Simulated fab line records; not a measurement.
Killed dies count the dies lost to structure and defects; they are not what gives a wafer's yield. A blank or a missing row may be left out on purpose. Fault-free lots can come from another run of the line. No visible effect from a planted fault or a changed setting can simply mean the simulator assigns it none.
fab line records | flow n5-finfet
[record] lots = 3 wafers = 9 last-day = 19
route steps=1938 shown BEOL_M3@1012 BEOL_M4@1021 PASSIVATION@1936
lots that met no fault: taken from a fault-free run of the same line
start-h: hours from the record's opening day to when the first of the lot's shown wafers began | wait-h: hours since the lot's step before | " identical to the entry in the row above | L1.1+2: a single row standing in for several wafers | - no value, or no start was given | * or withheld: withheld | < > ~ a bound
route shown NAME@n: names a module that has steps shown in the file, with the first one's number in the route | usual: average and standard deviation across the fault-free wafers | same: alike in all rows | chamber/n: place in a boat | sites: per-site readings | _std_site: how widely they spread, as a standard deviation | _edge_site: outer sites' mean less inner sites' | radius-mm: how far each site lies from the wafer's centre | mask NAME#n: copy n | behind: tool/chamber where the wafer was last shaped | hold: why the lot was held/for how many hours/how that ended | device: the n, p or np transistor that did not switch | end of line: the route-end tests of the same wafers | a step with no rows: only its recipe | killed: count of dies lost to structure and defects at first sort (not the wafer's yield) | map: shows each die of a wafer: x if killed, . if not, _ if none is there
set.NAME: the setting that was run; set.NAME@STEP: the one run at that earlier step | model.NAME: the simulator's own value behind a step, which no gauge read
lots seen at some steps along the route; tables by step, rows by wafer
services: when a tool's chamber went out of use (start-h, in hours from the record's first day, below 0 if earlier), for how many hours, and the reason
[[steps]]
[step N5_BEOL_M3_ANNEAL_51]
[recipe] temp-c = 225 time-s = 90 ambient = N2
[step N5_BEOL_M3_CMP_52]
[recipe] stop-on = SiOC t-overpolish-s = 6.8 down-force-psi = 1 platen-rpm = 50 clearing-platen-down-force-psi = 1.5 clearing-platen-rpm = 50 post-cmp-clean = cu-alkaline target-thk-nm = 40 clearing-platen-pad-velocity-m-s = 0.99484 pad-velocity-m-s = 0.99484
[step N5_BEOL_M3_PRE_CLEAN_60]
[recipe] gas = NH3/H2 time-s = 15 temp-c = * rf-power-w = 300
[step N5_BEOL_M3_CO_CAP_55]
[recipe] material = Co target-thk-a = 20 temp-c = 200 precursor = CCTBA/H2 pressure-torr = 30 time-s = 102.1
[step N5_BEOL_M3_PRE_CLEAN_56]
[recipe] gas = NH3 time-s = 15 temp-c = withheld rf-power-w = 300
[step N5_BEOL_M3_DEP_57]
[recipe] material = SiCN target-thk-a = 80 temp-c = withheld precursor = 3MS/NH3 pressure-torr = 3 rf-w = 202 time-s = 14
[step N5_BEOL_M4_ILD_DEP_00]
[recipe] material = SiOC target-thk-a = 790 temp-c = 350 precursor = DEMS/O2 pressure-torr = 5 rf-w = 500 time-s = 15.3
[step N5_BEOL_M4_PECVD_72]
[recipe] material = SiO2 target-thk-a = 160 temp-c = 400 precursor = TEOS/O2 pressure-torr = 5.5 rf-w = 450 teos-flow-sccm = 53.8 gas = O2 flow-sccm = 3000 time-s = 18
[step N5_BEOL_M4_HM_DEP_02]
[recipe] material = TiN target-thk-a = 200 temp-c = 25 chamber-pressure-pa = 0.49996
[usual] chamber-pressure-pa = 0.4997/0.0011 substrate-temp-c = 25.01/0.11 throttle-valve-pct = 29.6/0.9
// columns lot.wafer tool chamber start-h wait-h chamber-pressure-pa substrate-temp-c throttle-valve-pct model.TiN_of_BEOL_M4_HM_DEP_02.thk-nm
L596.2 pvd-sputter-01 - 203.52 0.8 0.5003 25.08 28.6 19.6
L596.3 " - " " 0.4975 25.02 30.8 19.8
L596.5 " - " " 0.4991 25.10 30.5 20
L601.2 pvd-sputter-01 - 251.13 0.8 0.4993 24.91 30.8 20.4
L601.3 " - " " 0.5014 25.08 28.9 20.2
L601.5 " - " " 0.5010 25.13 29.2 27.6
L611.1 pvd-sputter-02 - 322.42 0.7 0.4999 25.15 30.4 19.6
L611.2 " - " " 0.5003 24.99 29.1 19.8
L611.3 " - " " 0.5000 25.06 29.0 20.2
[step N5_BEOL_M4_COAT_61]
[recipe] resist = SOC temp-c = 250 time-s = 60 spin-rpm = 1500 resist-thk-nm = 60
[step N5_BEOL_M4_COAT_62]
[recipe] resist = SiARC temp-c = 220 time-s = 60 spin-rpm = 1500 resist-thk-nm = 12
[step N5_BEOL_M4_COAT_73]
[recipe] resist = underlayer temp-c = 205 time-s = 60 spin-rpm = 1500 resist-thk-nm = 5
[step N5_BEOL_M4_COAT_05]
[recipe] resist = CAR-EUV spin-rpm = 1500 resist-thk-nm = 30
[step N5_BEOL_M4_EBR_07]
[recipe] solvent = PGMEA ebr-width-mm = 1.5
[step N5_BEOL_M4_SOFTBAKE_06]
[recipe] temp-c = 110 time-s = 60 resist = CAR-EUV
[step N5_BEOL_M4_EXPOSE_08]
[recipe] mask-id = M4 na = 0.33 source-shape = dipole sigma-inner = 0.369 sigma-outer = 0.767 polarization = unpolarized dose-mj = 41.25
[step N5_BEOL_M4_PEB_09]
[recipe] peb-temp-c = 100 peb-time-s = 60 resist = CAR-EUV
[step N5_BEOL_M4_DEVELOP_10]
[recipe] develop-time-s = 30 developer = TMAH resist = CAR-EUV rinse-liquid = surfactant-rinse dry = air-spin dev-temp-c = 23
[step N5_BEOL_M4_DESCUM_16]
[recipe] chemistry = O2 time-s = 7 source-power-w = 50 bias-power-w = 20 pressure-mtorr = 20 rf-frequency-hz = 2.712e+07 temp-c = 40 resist = CAR-EUV o2-flow-sccm = 225
[step N5_BEOL_M4_ETCH_74]
[recipe] chemistry = N2/H2 target = underlayer target-depth-a = 65 mask-material = CAR-EUV time-s = 5.2 ion-energy-ev = 200 pressure-mtorr = 30 source-w = 840 bias-w = 150 n2-flow-sccm = 200 h2-flow-sccm = 200 ends = cleared
[step N5_BEOL_M4_ETCH_63]
[recipe] chemistry = CF4 target = SiARC target-depth-a = 156 mask-material = CAR-EUV time-s = 26 ion-energy-ev = 80 pressure-mtorr = 40 source-w = 545 bias-w = 36 Ar_flow_sccm = 100 cf4-flow-sccm = 100 ends = cleared
[step N5_BEOL_M4_ETCH_64]
[recipe] chemistry = N2/H2 target = SOC target-depth-a = 750 overetch-a = 225 mask-material = SiARC temp-c = 40 time-s = 121.9 ion-energy-ev = 200 pressure-mtorr = 30 source-w = 840 bias-w = 150 n2-flow-sccm = 200 h2-flow-sccm = 200
[step N5_BEOL_M4_STRIP_65]
[recipe] chemistry = N2/H2 temp-c = 40 n2-flow-sccm = 200 h2-flow-sccm = 200 rf-frequency-hz = 6e+07
[step N5_BEOL_M4_STRIP_75]
[recipe] chemistry = N2/H2 temp-c = 40 n2-flow-sccm = 200 h2-flow-sccm = 200 rf-frequency-hz = 6e+07
[step N5_BEOL_M4_STRIP_66]
[recipe] chemistry = CF4 resist = SiARC power-w = 300 bias-power-w = 75 pressure-mtorr = 50 cf4-flow-sccm = 150 rf-frequency-hz = 6e+07
[step N5_BEOL_M4_HM_OPEN_17]
[recipe] chemistry = Cl2/BCl3 target-depth-a = 200 overetch-a = 60 target = TiN mask-material = SOC ion-energy-ev = 150 pressure-mtorr = 10 icp-w = 1000 bias-w = 126 Cl2_flow_sccm = 53.25 bcl3-flow-sccm = 21.75 Ar_flow_sccm = 25
[usual] drypump-motor-current-A = 5.65/0.15 oes-product-au = 0.70/0.073 throttle-valve-pct = 22.18/0.26
// columns lot.wafer tool chamber start-h wait-h drypump-motor-current-A oes-product-au rf-hours-counter-h throttle-valve-pct model.etch.depth-nm
L596.2 rie-metal-03 0 204.37 0.1 5.71 0.53 - 22.64 19.56
L596.3 " 0 " " 5.70 0.53 - 22.62 19.88
L596.5 " 0 " " 5.71 0.54 - 22.62 19.97
L601.2 rie-metal-02 0 252.12 0.1 5.67 0.69 - 21.85 20.4
L601.3 " 0 " " 5.65 0.69 - 21.86 20.23
L601.5 " 0 " " 5.67 0.80 - 21.67 25.65
L611.1 rie-metal-01 1 323.41 0.0 5.84 0.71 18 22.52 19.65
L611.2 " 0 " " 5.76 0.73 21 22.29 19.88
L611.3 " 0 " " 5.73 0.73 - 22.25 20.22
[step N5_BEOL_M4_STRIP_19]
[recipe] chemistry = O2 power-w = 400 temp-c = 40 pressure-mtorr = 30 rf-frequency-hz = 6e+07 bias-power-w = 0 overash-fraction = 0.2 o2-flow-sccm = 225
[step N5_BEOL_M4_COAT_67]
[recipe] resist = SOC temp-c = 250 time-s = 60 spin-rpm = 1500 resist-thk-nm = 60
[step N5_BEOL_M4_COAT_68]
[recipe] resist = SiARC temp-c = 220 time-s = 60 spin-rpm = 1500 resist-thk-nm = 12
[step N5_BEOL_M4_COAT_76]
[recipe] resist = underlayer temp-c = 205 time-s = 60 spin-rpm = 1500 resist-thk-nm = 5
[step N5_BEOL_M4_COAT_22]
[recipe] resist = CAR-EUV spin-rpm = 1500 resist-thk-nm = 30
[step N5_BEOL_M4_EBR_24]
[recipe] solvent = PGMEA ebr-width-mm = 1.5
[step N5_BEOL_M4_SOFTBAKE_23]
[recipe] temp-c = 110 time-s = 60 resist = CAR-EUV
[step N5_BEOL_M4_EXPOSE_25]
[recipe] mask-id = V3 na = 0.33 source-shape = quasar sigma-inner = 0.2 sigma-outer = 0.8 polarization = unpolarized defocus-nm = 5 dose-mj = 63
[step N5_BEOL_M4_TRENCH_ETCH_37]
[recipe] chemistry = C4F6/O2 target-depth-a = 555.55 target = SiOC time-s = 29.2 ion-energy-ev = 250 pressure-mtorr = 30 source-w = 355 bias-w = 185 Ar_flow_sccm = 300 C4F6_flow_sccm = 10 O2_flow_sccm = 10
[usual] O2_flow_sccm = 10.001/0.03 drypump-motor-current-A = 5.6/0.39 oes-product-au = 0.78/0.082 rf-vpp-V = 668/20 showerhead-plenum-p-Torr = 2.84/0.11 throttle-valve-pct = 20.92/0.25
[same] time-s = 29.2
// columns lot.wafer tool chamber start-h wait-h O2_flow_sccm drypump-motor-current-A oes-product-au rf-hours-counter-h rf-vpp-V showerhead-plenum-p-Torr throttle-valve-pct model.TiN_of_BEOL_M4_HM_DEP_02.thk-nm
L596.2 rie-diel-01 1 - - 10.002 5.8 0.78 129 705 3.00 20.79 17.2
L596.3 " 2 " " 9.996 5.1 0.69 218 654 2.83 21.07 17.6
L596.5 " 3 " " 9.967 5.1 0.76 - 674 2.72 20.93 17.6
L601.2 rie-diel-01 2 - - 10.010 5.1 0.69 232 655 2.82 21.11 18
L601.3 " 3 " " 10.013 5.1 0.75 170 673 2.72 20.96 18
L601.5 " 0 " " 9.960 6.3 0.97 - 653 2.93 20.73 25.2
L611.1 rie-diel-01 1 - - 10.042 5.9 0.74 164 705 2.99 20.85 17.4
L611.2 " 3 " " 10.012 5.0 0.72 192 674 2.71 20.97 17.6
L611.3 " 0 " " 9.993 6.3 0.91 28 652 2.92 20.75 17.8
[step N5_BEOL_M4_OCD_MEAS_38]
[usual] trench-depth-nm = 55.9/1.3
// columns lot.wafer tool chamber start-h wait-h trench-depth-nm
L596.2 ocd-02 - 232.29 - 54.7
L596.3 " - " " 54.4
L596.5 " - " " 55.5
L601.2 ocd-01 - 265.86 - 55.4
L601.3 " - " " 54.0
L601.5 " - " " 42.7
L611.1 ocd-01 - 325.45 - 54.2
L611.2 " - " " 53.7
L611.3 " - " " 57.4
[step N5_BEOL_M4_RC_MEAS_101]
[usual] DIBL_N = 36.5/2.1 DIBL_P = 36.6/2.6 IOFF_N = 0.17/0.044 IOFF_P = 0.21/0.048 ION_N = 674/17 ION_P = 462/9.5 SERP_M4_max_site = 209/19 SS_N = 71.6/0.77 SS_P = 73.5/0.72 VT_N = 250/4.2 VT_P = -250/3.9
// columns lot.wafer tool chamber start-h wait-h DIBL_N[mV/V] DIBL_P[mV/V] IOFF_N[nA/um] IOFF_P[nA/um] ION_N[uA/um] ION_P[uA/um] SERP_M4_max_site[ohm/um] SS_N[mV/dec] SS_P[mV/dec] VT_N[mV] VT_P[mV]
L596.2 prober-02 0 236.76 0.2 36.8 38.4 0.16 0.20 666 455 238 72.0 73.2 250 -254
L596.3 " 0 " " 38.0 39.4 0.21 0.23 675 457 231 72.2 73.9 245 -249
L596.5 " 0 " " 38.2 38.3 0.20 0.21 670 454 213 72.4 73.6 246 -253
L601.2 prober-01 0 270.41 0.2 37.6 36.7 0.15 0.22 652 452 215 72.1 74.1 254 -248
L601.3 " 0 " " 37.2 36.9 0.14 0.21 651 453 255 71.4 73.9 253 -250
L601.5 " 0 " " 37.4 37.4 0.15 0.22 666 460 ~5.4054e+05 71.6 73.6 252 -247
L611.1 prober-01 0 331.27 0.0 39.5 41.0 0.27 0.30 694 472 225 72.7 73.4 245 -245
L611.2 " 0 " " 37.8 38.4 0.19 0.24 681 465 215 72.5 73.4 248 -249
L611.3 " 0 " " 37.0 38.4 0.19 0.23 702 479 189 71.4 72.9 246 -248
[step N5_PASSIVATION_PROBE_49]
[usual] defect-limited-yield = 91.2/1.5 killed_at_M0_to_M3 = 36/10 killed_at_M4_up = 14/5.2 killed-at-contacts = 12/6 killed-at-front-end = 37/10 killed-at-other = 4/3.3 killed-dies = 104/18 killed-on-rim = 14/4.1 killed-open = 68/14 killed-short = 34/7.4 sort_bin_5_function = 5.2/1 sort_bin_6_memory = 3.3/0.7 sort-n-pass = 1076/18 sort-yield-pct = 91.2/1.5
[same] gross-dies = 1180 killed-at-back-side = 0 sort_bin_4_leakage[%] = 0 sort_bin_8_speed[%] = 0
// columns lot.wafer tool chamber start-h wait-h defect-limited-yield[%] killed_at_M0_to_M3 killed_at_M4_up killed-at-contacts killed-at-front-end killed-at-other killed-dies killed-on-rim killed-open killed-short sort_bin_5_function[%] sort_bin_6_memory[%] sort-n-pass sort-yield-pct[%]
L596.2 prober-01 - 344.35 0.1 92.8 41 13 9 21 1 85 10 60 24 4.5 2.5 1095 92.8
L596.3 prober-01 - 344.40 0.1 92.2 34 11 13 30 4 92 12 60 32 4.7 2.6 1088 92.2
L596.5 prober-01 - 344.50 0.2 90.1 43 18 8 45 3 117 11 82 34 6.1 3.6 1063 90.1
L601.2 prober-01 - 375.65 0.1 91.3 30 14 10 41 8 103 15 65 37 4.4 4.0 1077 91.3
L601.3 prober-01 - 375.70 0.1 90.9 25 10 15 56 1 107 18 63 43 5.6 3.1 1073 90.9
L601.5 prober-01 - 375.80 0.2 68.8 33 296 10 23 6 368 67 45 32 28.6 2.1 812 68.8
L611.1 prober-02 - 460.04 0.0 92.2 54 10 8 20 0 92 13 60 32 4.5 3.1 1088 92.2
L611.2 prober-02 - 460.09 0.1 91.5 34 12 10 43 1 100 8 60 40 5.1 3.1 1080 91.5
L611.3 prober-02 - 460.14 0.1 90.9 51 13 13 29 1 107 14 68 39 5.6 2.9 1073 90.9
// killed by level:class
L596.2 BEOL_M0_SAQP:geometric-particle:open=11 BEOL_M2:geometric-particle:open=10 MOL_CONTACT_COAG:geometric-particle:open=6 BEOL_M3:geometric-particle:open=6 BEOL_M4:geometric-particle:open=5 BEOL_M0_SAQP:geometric-particle:short=4 BEOL_M3:geometric-particle:short=4 FIN_SAQP:geometric-particle:open=3
L596.3 BEOL_M1:geometric-particle:open=12 MOL_CONTACT_COAG:geometric-particle:open=10 BEOL_M0_SAQP:geometric-particle:open=9 DUMMY_GATE:geometric-particle:open=6 GATE_CUT:geometric-particle:short=4 BEOL_M2:geometric-particle:open=4 BEOL_M3:geometric-particle:open=4 STARTING-WAFER:geometric-particle:short=4
L596.5 BEOL_M2:geometric-particle:open=12 BEOL_M3:geometric-particle:open=12 FIN_SAQP:geometric-particle:short=11 FIN_SAQP:geometric-particle:open=8 MOL_CONTACT_COAG:geometric-particle:open=7 BEOL_M4:geometric-particle:open=7 STI_FIN_REVEAL:geometric-particle:open=6 BEOL_M0_SAQP:geometric-particle:short=5
L601.2 FIN_SAQP:geometric-particle:open=14 GATE_CUT:geometric-particle:short=9 BEOL_M0_SAQP:geometric-particle:open=9 BEOL_M4:geometric-particle:open=7 BEOL_M0_SAQP:geometric-particle:short=7 MOL_CONTACT_COAG:geometric-particle:open=6 BEOL_M3:geometric-particle:open=6 MIM_BOT:geometric-particle:open=6
L601.3 FIN_SAQP:geometric-particle:short=17 MOL_CONTACT_COAG:geometric-particle:open=12 GATE_CUT:geometric-particle:short=11 FIN_SAQP:geometric-particle:open=9 BEOL_M2:geometric-particle:open=7 BEOL_M0_SAQP:geometric-particle:open=5 ILD0:geometric-particle:open=4 GATE_CUT:geometric-particle:open=4
L601.5 BEOL_M4:area-open=288 BEOL_M0_SAQP:geometric-particle:short=9 FIN_SAQP:geometric-particle:short=8 MOL_CONTACT_COAG:geometric-particle:open=7 BEOL_M0_SAQP:geometric-particle:open=7 BEOL_M2:geometric-particle:open=7 BEOL_M5:geometric-particle:open=5 FIN_SAQP:geometric-particle:open=4
L611.1 BEOL_M1:geometric-particle:open=12 BEOL_M3:geometric-particle:open=9 BEOL_M0_SAQP:geometric-particle:short=8 BEOL_M0_SAQP:geometric-particle:open=8 MOL_CONTACT_COAG:geometric-particle:open=7 BEOL_M3:geometric-particle:short=6 FIN_SAQP:geometric-particle:open=5 BEOL_M4:geometric-particle:short=5
L611.2 BEOL_M2:geometric-particle:open=10 GATE_CUT:geometric-particle:short=9 GATE_CUT:geometric-particle:open=9 MOL_CONTACT_COAG:geometric-particle:open=9 FIN_SAQP:geometric-particle:short=8 FIN_SAQP:geometric-particle:open=5 STARTING-WAFER:geometric-particle:short=5 BEOL_M0_SAQP:geometric-particle:short=5
L611.3 MOL_CONTACT_COAG:geometric-particle:open=12 BEOL_M2:geometric-particle:open=11 BEOL_M0_SAQP:geometric-particle:short=9 BEOL_M1:geometric-particle:open=9 BEOL_M0_SAQP:geometric-particle:open=8 GATE_CUT:geometric-particle:short=7 FIN_SAQP:geometric-particle:short=6 BEOL_M3:geometric-particle:open=6
// map L601.5 (x killed, . not)
_________________x..x......x.________________
______________x.xx.............._____________
___________....x...x........x..x.x.__________
__________.......x....x....x....x..._________
________......x....xx.x.....x...x....._______
_______.........x..xx.xx...............______
______......x..x..x.x...xx...........x.x_____
_____x.x.....x.......x.xxx..x.....x...x.x____
____....x........xx..x...x............xxxx___
___.x.x........x.x..x...............xxxxx.x__
___.......x...x....x...x......x..x.xx....xx__
__.x.xx........x........x..xx.....x.x.x....x_
__....x.x.....................x.x.x..xxx.x.x_
_.xx.x.x..x.................x.....xx...xx.x.x
_......xx.x...x....xx..x.........xx.x.x..x...
_x...xx..x.....xxx....x.x.........x..........
_.xxxx.xx.xxx......................x...x...x.
_.......xx....x..x.x..x...x...x..............
_......xxxx...x.xxx.......x...xxxx...........
_xx..x....x...x...x.......x....x..x..xx......
_..x.....x...x...xx...x..xx...x.......x.x....
__...............xxx.x..x..x........x.x..xxx_
__x..............xx..x......x...x.....x...xx_
___..xxx......x..x.x..x....x.xx....x..x.xxx__
___x..x........xxx...x....xx....xx......xxx__
____.......xxxxx.x.x......x..x.x...x.xxxxx___
_____x...xx..x..x...x.x.x...x.x..xxx.xx.x____
______xxxxx.x.xx............xxx.x.x....._____
_______xxxxxx.xx.x.x.x....x...x.xx...x.______
________...xxxx.x.xxx...x...xx..x..xx._______
__________.xx..xxxxxxxxxxxx.x.....x._________
___________xxxxxxx.xx.xxxxx..xx.xx.__________
______________x.xxxxxxxx.xxxxxxx_____________
_________________xxxxxxxx.xx.________________
// map L596.5 (x killed, . not)
_________________...x........________________
______________..........x......._____________
___________.......xx.......x.x...x.__________
__________..x..............x..x....._________
________.....x........................_______
_______....x.x.........x....x..........______
______.............xx...xx.x.......x...._____
_____.x..xx...........................x..____
____....x.........x..............x.......x___
___....x..x............................x.x.__
___..x.x.x.........x.......x...............__
__..............x.............x..x..x.x....._
__............x............................._
_..........x.......x.x...x....x.........x....
_...........x.......x............xx..........
_.........x.............x.............x....x.
_.....x.................................x....
_....................x...........x.....x....x
_......x........x..........x.................
_..............x...............x..x..x.......
_.............x.............xx.............x.
__...............x.x.....x.xx......x.x.x...._
__....x.....xx...................x.........._
___..................x.x...x.....x.........__
___...................x.....x..............__
____....x....x.....xx.....................___
_____......x...x.........................____
______.x...................x.....x......_____
_______....x.........x.x..x.....x....x.______
________................x..x....x....._______
__________....x......xx............._________
___________...............x........__________
______________.................._____________
_________________......xx....________________
[[services]]
// columns tool chamber start-h hours kind
rie-metal-01 - 193.38 14.6 pm
rie-metal-03 1 198.13 8.4 repair
pvd-sputter-01 - 219.23 4.0 repair
rie-diel-01 0 223.62 - clean
rie-diel-01 0 223.62 - consumable-replace:focus-ring
rie-diel-01 0 223.62 32.8 scheduled-down
rie-diel-01 0 223.62 32.8 vent-cycle
rie-metal-02 1 225.03 36.0 repair
rie-metal-03 - 256.49 1.2 repair
rie-metal-03 0 273.67 - clean
rie-metal-03 0 273.67 26.6 scheduled-down
rie-metal-03 0 273.67 26.6 vent-cycle
rie-diel-01 1 313.20 6.2 repair
rie-diel-01 2 319.40 - clean
rie-diel-01 2 319.40 - consumable-replace:focus-ring
rie-diel-01 2 319.40 19.2 scheduled-down
rie-diel-01 2 319.40 19.2 vent-cycle
[[key]]
[first-sign] step = N5_BEOL_M4_OCD_MEAS_38 reading = trench-depth-nm direction = down sigmas = 10 usual = 55.9 struck = 42.7
[effect] step = N5_BEOL_M4_RC_MEAS_101 reading = SERP_M4_max_site direction = up sigmas = 99+ usual = 209 struck = ~5.4054e+05
[effect] step = N5_PASSIVATION_PROBE_49 reading = killed_at_M4_up direction = up sigmas = 54 usual = 14 struck = 296
[model-effect] step = N5_BEOL_M4_HM_DEP_02 value = TiN_of_BEOL_M4_HM_DEP_02.thk-nm without = 20.4 struck = 27.6
[model-effect] step = N5_BEOL_M4_HM_OPEN_17 value = etch.depth-nm without = 20.45 struck = 25.65
[model-effect] step = N5_BEOL_M4_TRENCH_ETCH_37 value = TiN_of_BEOL_M4_HM_DEP_02.thk-nm without = 18 struck = 25.2
[more-kills-born-at] N5_BEOL_M4_HM_OPEN_17@rie-metal-02 = 288
met-at N5_BEOL_M4_HM_DEP_02
struck-wafers L601.5
onset-between 203.52 251.13
[fault] kind = process-parameter-drift tool = pvd-sputter-01 chamber = - onset-h = 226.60 steps = N5_BEOL_M4_HM_DEP_02 channel = target-thk-a offset = * shape = step end-h = 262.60 scope = struck-wafers-only acts-in = * stated = *
